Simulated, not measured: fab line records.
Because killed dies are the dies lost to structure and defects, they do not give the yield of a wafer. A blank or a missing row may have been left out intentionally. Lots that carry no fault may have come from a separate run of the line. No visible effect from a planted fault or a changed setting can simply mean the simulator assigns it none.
Which tool did it? | flow n5-finfet | 30 wafers from 10 lots sampled at 7 of the route's 1938 steps

## WHAT THE GAUGES READ, wafer by wafer
N5_BEOL_M5_INSPECT_58: inspects for defects (darkfield). Usual: 68 for raw-defect-count, sd 24.
lot  | measured     | on                | raw-defect-count | flag
L410 | day 8 12:16  | defect-inspect-02 | 45 41 47         |
L412 | day 8 17:50  | defect-inspect-02 | 82 84 94         |
L417 | day 10 01:47 | defect-inspect-02 | 399 356 351      | OFF
L419 | day 10 13:16 | defect-inspect-01 | 86 140 57        |
L421 | day 11 07:07 | defect-inspect-02 | 383 363 379      | OFF
L425 | day 11 21:46 | defect-inspect-02 | 53 84 107        |
L427 | day 13 06:07 | defect-inspect-02 | 40 47 33         |
L429 | day 14 01:32 | defect-inspect-02 | 55 67 31         |
L430 | day 14 01:34 | defect-inspect-02 | 58 56 61         |
L433 | day 14 11:14 | defect-inspect-01 | 56 48 87         |

N5_BEOL_M6_THK_MEAS_01. Usual: M6_ILD_THK gives 155.6 nm (standard deviation 2).
lot  | measured     | on            | M6_ILD_THK (nm)   | flag
L410 | day 8 12:53  | film-metro-01 | 152.9 153.4 156.7 |
L412 | day 8 18:27  | film-metro-02 | 155.6 156.2 160.1 |
L417 | day 10 02:25 | film-metro-01 | 155.6 156.1 156.6 |
L419 | day 10 13:54 | film-metro-02 | 154.7 155.2 158.5 |
L421 | day 11 07:43 | film-metro-02 | 155.0 156.3 157.6 |
L425 | day 11 22:23 | film-metro-02 | 153.2 154.8 157.9 |
L427 | day 13 06:44 | film-metro-01 | 153.6 157.0 155.4 |
L429 | day 14 02:08 | film-metro-01 | 152.0 154.9 155.0 |
L430 | day 14 02:10 | film-metro-01 | 153.4 153.8 155.7 |
L433 | day 14 11:51 | film-metro-01 | 153.1 152.9 153.3 |

N5_BEOL_M6_INSPECT_13: inspects for defects (brightfield). Usual: 418 for raw-defect-count, sd 98.
lot  | measured     | on                | raw-defect-count | flag
L410 | day 8 14:58  | defect-inspect-02 | 334 327 353      |
L412 | day 8 20:42  | defect-inspect-02 | 677 419 453      |
L417 | day 10 04:56 | defect-inspect-01 | 941 836 792      | OFF
L419 | day 10 16:03 | defect-inspect-02 | 515 548 496      |
L421 | day 11 10:15 | defect-inspect-01 | 705 813 738      | OFF
L425 | day 12 00:17 | defect-inspect-02 | 315 467 517      |
L427 | day 13 08:22 | defect-inspect-02 | 319 361 285      |
L429 | day 14 04:31 | defect-inspect-02 | 425 426 363      |
L430 | day 14 04:33 | defect-inspect-02 | 352 390 367      |
L433 | day 14 14:26 | defect-inspect-02 | 446 484 473      |

N5_BEOL_M6_INSPECT_30: inspects for defects (brightfield). Usual: 424 for raw-defect-count, sd 96.
lot  | measured     | on                | raw-defect-count | flag
L410 | day 8 16:20  | defect-inspect-02 | 328 303 331      |
L412 | day 8 22:38  | defect-inspect-01 | 706 437 491      |
L417 | day 10 06:31 | defect-inspect-02 | 878 794 729      | OFF
L419 | day 10 17:46 | defect-inspect-02 | 531 569 518      |
L421 | day 11 13:35 | defect-inspect-01 | 696 786 764      | OFF
L425 | day 12 01:23 | defect-inspect-02 | 354 485 533      |
L427 | day 13 10:11 | defect-inspect-02 | 309 351 284      |
L429 | day 14 10:03 | defect-inspect-01 | 464 461 401      |
L430 | day 14 10:13 | defect-inspect-01 | 384 411 425      |
L433 | day 14 16:44 | defect-inspect-02 | 429 501 531      |

## EACH LOT AND THE TOOL THAT RAN IT (in order: tool; ch and the chambers of the sampled wafers; start)
lot  | N5_BEOL_M5_ANNEAL_89         | N5_BEOL_M5_CMP_52             | N5_BEOL_M5_CO_CAP_78
L410 | pvd-sputter-03, day 8 10:06  | cmp-03 ch 1,2,3, day 8 11:37  | cvd-co-02 ch 0,1, day 8 12:01
L412 | pvd-sputter-03, day 8 15:44  | cmp-03 ch 0,1,2, day 8 17:15  | cvd-co-01 ch 1,2, day 8 17:37
L417 | pvd-sputter-02, day 9 23:40  | cmp-03 ch 0,1,3, day 10 01:12 | cvd-co-02 ch 0,1,2, day 10 01:32
L419 | pvd-sputter-03, day 10 11:08 | cmp-04 ch 0,1,2, day 10 12:44 | cvd-co-02 ch 1,2, day 10 13:02
L421 | pvd-sputter-01, day 11 04:45 | cmp-03 ch 0,1, day 11 06:32   | cvd-co-02 ch 0,1, day 11 06:54
L425 | pvd-sputter-02, day 11 19:24 | cmp-02 ch 0,2,3, day 11 21:13 | cvd-co-02 ch 0,1,2, day 11 21:33
L427 | pvd-sputter-02, day 13 04:00 | cmp-02 ch 1,2,3, day 13 05:33 | cvd-co-02 ch 0,1,2, day 13 05:53
L429 | pvd-sputter-01, day 13 23:26 | cmp-02 ch 0,2,3, day 14 00:59 | cvd-co-01 ch 1,2, day 14 01:19
L430 | pvd-sputter-02, day 13 23:28 | cmp-04 ch 1,2,3, day 14 01:03 | cvd-co-02 ch 0,2, day 14 01:21
L433 | pvd-sputter-01, day 14 09:04 | cmp-03 ch 0,1,2, day 14 10:40 | cvd-co-02 ch 0,1,2, day 14 11:02
- N5_BEOL_M5_ANNEAL_89: time 1800 s.
- N5_BEOL_M5_CMP_52: polishes, stops on SiCOH lowk, t overpolish 6.9 s, target thk 62 nm.
- N5_BEOL_M5_CO_CAP_78: material Co, precursor CCTBA/H2, target thk 2 nm, time 102.1 s.

## AS READ BY THE TOOLS THEMSELVES (means over the sampled wafers that have a number; for cases with no such wafer, the mark the record gives instead)
N5_BEOL_M5_ANNEAL_89. Usual: heater-power-w 831 W, standard deviation 64; susceptor-temp-C 400.01 C, standard deviation 0.21.
lot  | tool           | heater-power-w (W) | susceptor-temp-C (C) | flag
L410 | pvd-sputter-03 | 856                | 399.77               |
L412 | pvd-sputter-03 | 853                | 399.88               |
L417 | pvd-sputter-02 | 808                | 399.93               |
L419 | pvd-sputter-03 | 897                | 400.04               |
L421 | pvd-sputter-01 | 812                | 400.27               |
L425 | pvd-sputter-02 | 760                | 399.95               |
L427 | pvd-sputter-02 | 758                | 399.89               |
L429 | pvd-sputter-01 | 837                | 400.23               |
L430 | pvd-sputter-02 | 768                | 400.10               |
L433 | pvd-sputter-01 | 821                | 400.05               |

N5_BEOL_M5_CMP_52. Usual: barrier-field-endpoint-s 25.0 s, standard deviation 0.67; motor-current-A 6.2 A, standard deviation 0.53; overpolish-run-s 6.899 s, standard deviation 0.0088; slurry-flow-ml-min 149.9, standard deviation 0.45; time-to-endpoint-s 63 s, standard deviation 3.1.
lot  | tool   | barrier-field-endpoint-s (s) | motor-current-A (A) | overpolish-run-s (s) | slurry-flow-ml-min | time-to-endpoint-s (s) | flag
L410 | cmp-03 | 24.9                         | 5.8                 | 6.896                | 150.3              | 61                     |
L412 | cmp-03 | 25.3                         | 6.2                 | 6.888                | 150.1              | 60                     |
L417 | cmp-03 | 24.5                         | 6.3                 | 6.903                | 150.4              | 60                     |
L419 | cmp-04 | 25.5                         | 6.0                 | 6.903                | 149.6              | 64                     |
L421 | cmp-03 | 25.1                         | 6.5                 | 6.899                | 150.1              | 63                     |
L425 | cmp-02 | 25.4                         | 6.8                 | 6.889                | 149.9              | 64                     |
L427 | cmp-02 | 25.2                         | 6.3                 | 6.905                | 150.0              | 62                     |
L429 | cmp-02 | 24.0                         | 6.9                 | 6.899                | 150.8              | 60                     |
L430 | cmp-04 | 25.0                         | 6.4                 | 6.894                | 149.8              | 65                     |
L433 | cmp-03 | 25.6                         | 6.2                 | 6.892                | 150.2              | 67                     |

N5_BEOL_M5_CO_CAP_78. Usual: heater-power-w 240 W, standard deviation 36; susceptor-temp-C 200.01 C, standard deviation 0.15.
lot  | tool      | heater-power-w (W) | susceptor-temp-C (C) | flag
L410 | cvd-co-02 | 239                | 200.03               |
L412 | cvd-co-01 | 243                | 199.90               |
L417 | cvd-co-02 | 244                | 200.10               |
L419 | cvd-co-02 | 211                | 200.04               |
L421 | cvd-co-02 | 239                | 199.82               |
L425 | cvd-co-02 | 244                | 200.10               |
L427 | cvd-co-02 | 242                | 200.09               |
L429 | cvd-co-01 | 229                | 200.12               |
L430 | cvd-co-02 | 279                | 200.07               |
L433 | cvd-co-02 | 250                | 200.12               |

## THE ANSWER, worked out from the rows above alone
Rule: take the mean of a lot's wafers that have a number; if it is more than 3 standard deviations from the usual mean, the lot is off. A lot without any number at a reading at which 4 lots or more have one is off too. The other lots that the step has rows for count as sound. The gauges are gone through in route order, then the tools' own readings, and for those a lot's mean is taken as printed above. The first step at which some lot is off is used, and at that step the reading that is off furthest; a lot without a number counts as furthest.
Off, at N5_BEOL_M5_INSPECT_58 on raw-defect-count: L417, L421.
If a tool, at a process step before that reading, ran all the lots that are off and no sound lot after the first of them, it fits. The gauges at N5_BEOL_M5_INSPECT_58 aren't tried: what is off there is off at N5_BEOL_M6_INSPECT_13 too, on other tools, and a gauge's error can't cause that. No candidate that was tried fits.

## WHAT THE SIMULATOR HAD INSERTED
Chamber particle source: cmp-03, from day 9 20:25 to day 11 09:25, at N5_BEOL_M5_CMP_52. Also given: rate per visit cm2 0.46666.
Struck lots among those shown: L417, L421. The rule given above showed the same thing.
